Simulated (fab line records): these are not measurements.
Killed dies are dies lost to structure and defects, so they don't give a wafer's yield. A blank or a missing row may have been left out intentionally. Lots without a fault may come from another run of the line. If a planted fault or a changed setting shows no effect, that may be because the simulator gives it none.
fab line records | flow nandHarc
[record] lots = 11 wafers = 33 lastDay = 33
route steps=1302 shown A_CONTACT@1078
lots untouched by any fault: they come from a run of this same line in which no faults occurred
startH: the number of hours between the record's first day and the start of the first shown wafer of the lot | waitH: hours elapsed since this lot's preceding step | " the same as in the row above | L1.1+2: several wafers, shown together as one row | - no value, or no start was given | * or withheld: withheld | < > ~ a bound
route shown NAME@n: a module of which the file shows steps, and the number in the route of the first | usual: mean/standard deviation of fault-free wafers | same: alike in all rows | chamber/n: place in a boat | sites: readings site by site | _std_site: standard deviation of those values | _edge_site: outer sites' mean less inner sites' | radiusMm: for every site, how far away it sits from the centre of the wafer | mask NAME#n: copy n | behind: the most recent tool/chamber to have shaped the wafer | hold: why the lot was held/for how many hours/how that ended | device: names the non-switching transistor (n, p or np) | end of line: tests of these same wafers at the route's end | where a step has no rows: the recipe by itself | killed: not the wafer's yield, but the dies lost to structure and defects at the first sort | map: the dies of a wafer, with x for killed, . for not killed, _ for no die there
set.NAME: the run value of the setting; set.NAME@STEP: its run value at that earlier step | model.NAME: the simulator's own value behind a step, which no gauge read
one table for each step of the route and one row for each wafer, over a sample of lots
services: the hour from which a tool's chamber was out of use, counted from the record's first day as startH (under 0 if before that day), plus the number of hours and why
[[steps]]
[step NHARC_A_CONTACT_CD_MEAS_08]
[recipe] targetCdNm = 200 landingEnergyEv = 500
[usual] cdNm = 200.0/0.49
// columns lot.wafer tool chamber startH waitH cdNm
L415.1 cdSem-03 0 506.40 - 199.9
L415.5 " 0 " " 200.3
L415.6 " 0 " " 200.0
L416.3 cdSem-02 0 523.18 - 200.5
L416.4 " 0 " " 200.2
L416.6 " 0 " " 199.8
L419.1 cdSem-02 0 534.94 - 199.9
L419.2 " 0 " " 200.1
L419.6 " 0 " " 200.6
L420.2 cdSem-02 0 543.73 - 200.3
L420.3 " 0 " " 200.6
L420.6 " 0 " " 200.0
L424.2 cdSem-01 0 601.42 - 199.4
L424.3 " 0 " " 198.5
L424.4 " 0 " " 199.9
L425.3 cdSem-01 0 607.49 - 200.6
L425.5 " 0 " " 200.0
L425.6 " 0 " " 200.2
L426.1 cdSem-02 0 622.13 - 199.6
L426.2 " 0 " " 200.5
L426.6 " 0 " " 199.9
L428.1 cdSem-02 0 636.88 - 199.0
L428.4 " 0 " " 200.0
L428.6 " 0 " " 199.4
L435.1 cdSem-01 0 729.45 - 200.5
L435.2 " 0 " " 200.9
L435.5 " 0 " " 200.9
L437.2 cdSem-01 0 734.09 - 199.7
L437.3 " 0 " " 199.9
L437.5 " 0 " " 200.4
L436.4 cdSem-01 0 737.91 - 200.0
L436.5 " 0 " " 200.4
L436.6 " 0 " " 199.0
[step NHARC_A_CONTACT_ETCH_88]
[recipe] targetDepthA = 390 overEtchFrac = 0.3 timeS = 65 ionEnergyEv = 80 cf4FlowSccm = 150 arFlowSccm = 0 rfW = 300 biasW = 100 chemistry = CF4
[usual] biasW = 100.02/0.28 cf4FlowSccm = 150.0/0.43 drypumpMotorCurrentA = 5.9/0.52 oesProductAu = 0.997/0.01 rfVppV = 151.3/1.1 runLengthS = 86.4/0.38 showerheadPlenumPTorr = 1.77/0.072 throttleValvePct = 13.284/0.0094
[same] overEtchFrac = 0.3
// columns lot.wafer tool chamber startH waitH biasW cf4FlowSccm drypumpMotorCurrentA oesProductAu rfHoursCounterH rfVppV runLengthS showerheadPlenumPTorr throttleValvePct
L415.1 rieDiel-10 3 506.69 0.1 99.99 150.2 6.5 1.008 19 152.4 86.0 1.75 13.273
L415.5 " 0 " " 100.19 150.5 5.3 0.992 - 151.2 86.2 1.78 13.275
L415.6 " 1 " " 100.08 150.0 6.5 1.002 - 152.6 86.4 1.80 13.268
L416.4 rieDiel-10 2 523.47 0.1 99.87 150.1 5.8 0.998 18 153.1 87.2 1.87 13.294
L416.3 " 3 " " 100.38 150.3 6.6 1.021 22 151.1 86.1 1.75 13.291
L416.6 " 0 " " 100.08 149.8 5.3 0.989 - 151.8 86.1 1.78 13.280
L419.1 rieDiel-10 0 535.21 0.1 99.78 149.4 5.3 0.985 26 151.4 86.3 1.78 13.280
L419.2 " 2 " " 100.30 150.0 5.8 1.004 21 152.3 86.6 1.87 13.275
L419.6 " 1 " " 100.41 150.4 6.5 1.001 - 152.9 86.2 1.80 13.293
L420.2 rieDiel-10 3 544.00 0.1 99.53 149.9 6.5 1.016 26 150.4 86.6 1.74 13.284
L420.3 " 1 " " 99.68 150.0 6.5 0.998 23 150.9 86.1 1.80 13.304
L420.6 " 3 " " 99.41 149.6 6.5 1.001 - 149.3 86.4 1.74 13.298
L424.3 rieDiel-13 3 601.71 0.1 100.33 150.0 5.5 1.003 17 150.3 87.0 1.67 13.300
L424.4 " 0 " " 100.14 150.1 5.5 0.991 16 151.7 86.5 1.88 13.291
L424.2 " 1 " " 99.63 149.7 5.3 1.007 25 151.1 86.3 1.66 13.280
L425.3 rieDiel-10 3 607.78 0.1 100.64 149.5 6.5 0.998 0 150.5 86.4 1.74 13.267
L425.6 " 1 " " 100.25 149.9 6.5 0.979 - 152.3 86.1 1.80 13.283
L425.5 " 2 " " 99.78 150.1 5.8 0.987 - 151.9 86.7 1.87 13.289
L426.2 rieDiel-03 1 622.42 0.1 100.32 149.8 5.3 0.992 51 153.1 86.6 1.80 13.294
L426.1 " 2 " " 99.64 149.9 6.1 1.008 49 149.7 86.2 1.65 13.276
L426.6 " 0 " " 100.26 150.2 5.5 0.990 - 151.4 85.4 1.69 13.288
L428.1 rieDiel-10 3 637.17 0.1 100.48 149.4 6.5 0.998 6 151.4 86.0 1.74 13.291
L428.4 " 0 " " 100.16 150.3 5.3 0.997 6 150.7 86.1 1.78 13.293
L428.6 " 2 " " 100.01 150.6 5.8 0.985 - 151.3 87.4 1.86 13.300
L435.2 rieDiel-10 1 729.85 0.2 100.04 151.1 6.5 0.977 20 151.1 86.2 1.79 13.276
L435.1 " 2 " " 100.06 149.7 5.8 0.984 21 152.7 86.6 1.86 13.272
L435.5 " 1 " " 100.23 149.5 6.5 0.986 - 152.7 86.1 1.79 13.283
L437.2 rieDiel-03 2 734.36 0.1 99.68 149.6 6.1 0.998 29 150.2 86.4 1.64 13.294
L437.3 " 3 " " 100.19 149.6 5.3 1.007 30 153.0 86.3 1.87 13.291
L437.5 " 2 " " 100.25 150.4 6.1 1.001 - 149.8 86.1 1.64 13.271
L436.4 rieDiel-13 3 738.18 0.1 100.12 150.0 5.5 0.988 1 150.3 86.9 1.66 13.292
L436.5 " 2 " " 99.97 150.0 6.6 1.005 - 151.3 86.1 1.69 13.291
L436.6 " 3 " " 99.87 150.9 5.5 0.993 - 150.0 86.8 1.66 13.291
[step NHARC_A_CONTACT_ETCH_134]
[recipe] sourceW = withheld pressureMtorr = 20 biasV = withheld timeS = 140 targetDepthA = 7000 arFlowSccm = withheld c4f8FlowSccm = withheld o2FlowSccm = withheld chemistry = C4F8/O2/Ar
[usual] oesAirLineAu = 1.001/0.021 runLengthS = 141.5/0.44
// columns lot.wafer tool chamber startH waitH oesAirLineAu rfHoursCounterH runLengthS
L415.1 harCapEtch-03 1 508.34 - 0.972 43 141.1
L415.5 " 1 " " 1.018 - 141.2
L415.6 " 0 " " 1.018 - 141.0
L416.4 harCapEtch-03 1 524.56 - 0.972 - 141.7
L416.3 " 0 " " 0.982 - 141.2
L416.6 " 0 " " 1.013 - 141.1
L419.1 harCapEtch-03 1 536.25 - 1.036 50 141.2
L419.2 " 0 " " 1.030 50 141.1
L419.6 " 1 " " 1.035 - 141.1
L420.2 harCapEtch-01 1 545.08 - 1.048 8 140.9
L420.3 " 0 " " 0.985 - 141.6
L420.6 " 0 " " 1.023 - 141.2
L424.2 harCapEtch-02 1 603.38 - 1.011 104 141.9
L424.4 " 1 " " 1.023 - 141.7
L424.3 " 0 " " 1.029 - 142.5
L425.3 harCapEtch-03 0 608.87 - 1.036 - 141.2
L425.5 " 0 " " 0.982 - 141.0
L425.6 " 1 " " 0.970 - 141.4
L426.2 harCapEtch-02 1 623.52 - 1.026 107 141.8
L426.1 " 0 " " 0.995 107 141.8
L426.6 " 1 " " 1.013 - 141.6
L428.1 harCapEtch-02 1 638.19 - 1.018 111 142.0
L428.4 " 1 " " 1.027 - 141.6
L428.6 " 0 " " 1.010 - 141.9
L435.2 harCapEtch-02 0 731.06 - 1.032 125 142.4
L435.1 " 1 " " 1.013 125 141.7
L435.5 " 0 " " 0.990 - 141.9
L437.2 harCapEtch-01 0 735.81 - 1.009 40 141.4
L437.3 " 1 " " 0.967 - 141.6
L437.5 " 1 " " 0.966 - 140.7
L436.4 harCapEtch-03 0 739.28 - 1.000 - 141.3
L436.5 " 0 " " 1.007 - 140.9
L436.6 " 1 " " 0.988 - 141.6
[step NHARC_A_CONTACT_ETCH_92]
[recipe] targetDepthA = 400 overEtchFrac = 0.5 timeS = 85.7 ionEnergyEv = 120 ch3fFlowSccm = 50 o2FlowSccm = 30 arFlowSccm = 200 rfW = 500 biasW = 100 chemistry = CH3F/O2
[usual] biasW = 100.02/0.29 drypumpMotorCurrentA = 5.9/0.52 oesProductAu = 0.937/0.028 rfVppV = 244.4/1.6 runLengthS = 107.1/0.42 showerheadPlenumPTorr = 2.46/0.1 throttleValvePct = 20.663/0.0091
[same] overEtchFrac = 0.5
// columns lot.wafer tool chamber startH waitH biasW drypumpMotorCurrentA oesProductAu rfHoursCounterH rfVppV runLengthS showerheadPlenumPTorr throttleValvePct
L415.1 rieDiel-03 3 510.19 0.5 100.47 5.3 0.993 11 246.8 106.5 2.63 20.659
L415.6 " 3 " " 99.98 5.3 0.995 - 247.7 107.0 2.63 20.666
L415.5 " 0 " " 99.91 5.5 0.992 - 243.8 106.2 2.36 20.657
L416.3 rieDiel-10 2 526.37 0.4 99.64 5.8 0.936 18 246.0 107.8 2.60 20.676
L416.4 " 0 " " 99.49 5.3 0.931 24 244.1 106.7 2.48 20.667
L416.6 " 3 " " 100.06 6.5 0.940 - 244.1 106.9 2.43 20.655
L419.2 rieDiel-03 0 538.09 0.5 99.93 5.5 0.991 21 242.4 106.4 2.36 20.680
L419.1 " 3 " " 100.13 5.3 1.000 22 246.1 107.0 2.63 20.665
L419.6 " 1 " " 99.76 5.3 0.982 - 244.4 107.2 2.51 20.679
L420.3 rieDiel-10 1 546.90 0.4 100.31 6.5 0.926 24 244.7 106.9 2.51 20.654
L420.2 " 3 " " 100.45 6.5 0.949 26 243.2 106.8 2.42 20.675
L420.6 " 0 " " 99.84 5.3 0.937 - 244.4 106.9 2.47 20.667
L424.2 rieDiel-03 3 605.23 0.5 100.35 5.3 1.000 42 246.4 107.0 2.62 20.651
L424.3 " 0 " " 100.69 5.5 0.996 42 243.5 106.6 2.35 20.672
L424.4 " 3 " " 99.97 5.3 1.011 - 246.0 106.9 2.62 20.672
L425.3 rieDiel-10 3 610.69 0.5 100.17 6.6 0.943 1 243.6 107.0 2.42 20.657
L425.5 " 1 " " 99.91 6.5 0.904 - 244.1 106.8 2.50 20.660
L425.6 " 2 " " 100.23 5.8 0.929 - 246.0 107.9 2.60 20.668
L426.1 rieDiel-10 3 625.36 0.5 100.45 6.5 0.926 2 243.9 107.1 2.42 20.675
L426.2 " 0 " " 99.94 5.3 0.927 2 245.7 107.2 2.47 20.672
L426.6 " 0 " " 99.97 5.3 0.922 - 245.2 106.7 2.47 20.657
L428.4 rieDiel-13 2 640.05 0.4 99.86 6.6 0.926 37 242.3 106.6 2.37 20.667
L428.1 " 0 " " 99.98 5.5 0.909 27 246.3 107.5 2.62 20.649
L428.6 " 1 " " 99.83 5.4 0.926 - 242.0 106.7 2.30 20.646
L435.1 rieDiel-10 0 732.92 0.5 - 5.3 0.944 22 242.1 74.8 2.46 20.680
L435.2 " 3 " " 100.08 6.5 0.927 20 243.6 106.7 2.41 20.678
L435.5 " 0 " " - 5.3 0.944 - 243.5 74.5 2.46 20.639
L437.3 rieDiel-10 2 737.61 0.4 99.85 5.8 0.924 23 247.4 107.3 2.59 20.657
L437.2 " 0 " " - 5.3 0.936 22 244.4 74.8 2.46 20.658
L437.5 " 0 " " - 5.3 0.936 - 244.1 74.4 2.46 20.669
L436.6 rieDiel-10 3 741.12 0.3 99.69 6.5 0.946 - 243.5 107.1 2.41 20.664
L436.4 " 0 " " - 5.3 0.949 - 245.7 74.7 2.46 20.657
L436.5 " 2 " " 99.74 5.8 0.924 - 247.8 107.8 2.59 20.659
[[services]]
// columns tool chamber startH hours kind
harCapEtch-03 - 491.05 0.4 repair
harCapEtch-01 - 497.00 17.0 pm
rieDiel-10 0 502.90 - clean
rieDiel-10 1 502.90 - clean
rieDiel-13 - 521.62 9.0 pm
harCapEtch-02 - 522.28 15.4 repair
rieDiel-03 - 533.13 0.7 repair
harCapEtch-03 - 542.91 4.3 repair
rieDiel-03 2 543.29 7.7 repair
harCapEtch-02 - 555.04 11.3 repair
rieDiel-10 0 565.13 10.6 repair
rieDiel-10 1 570.87 4.5 repair
rieDiel-10 3 596.81 1.9 repair
rieDiel-10 - 596.95 9.0 pm
rieDiel-03 2 625.40 19.0 repair
rieDiel-03 - 638.04 9.0 pm
rieDiel-10 - 641.96 0.8 repair
rieDiel-10 1 648.03 4.8 repair
rieDiel-10 3 651.17 4.0 repair
rieDiel-13 - 698.62 9.0 pm
harCapEtch-01 - 708.57 0.4 repair
rieDiel-13 3 712.09 16.9 repair
harCapEtch-02 - 722.38 0.4 repair
rieDiel-10 1 737.59 4.1 repair
[[key]]
[firstSign] step = NHARC_A_CONTACT_ETCH_92 reading = runLengthS direction = down sigmas = 77 usual = * struck = *
effect none on later readings
metAt NHARC_A_CONTACT_ETCH_92
struckLots L435,L436,L437
struckWafers L435.1,L435.5,L436.4,L437.2,L437.5
testerLeftOut L435,L436,L437
notActingAt NHARC_A_CONTACT_CD_MEAS_08,NHARC_A_CONTACT_ETCH_88,NHARC_A_CONTACT_ETCH_134
onsetBetween 625.36 732.92
[fault] kind = processParameterDrift tool = rieDiel-10 chamber = 0 onsetH = 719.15 steps = NHARC_A_CONTACT_ETCH_92 channel = timeS offset = * shape = step endH = 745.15 actsIn = * stated = *
// testerLeftOut: of these lots the tester's yield and bins aren't shown, on N5 and GAA mostly nor the transistor test; their killed dies are dies lost to structure and defects alone, not to doping, threshold or leakage, so they don't give the yield
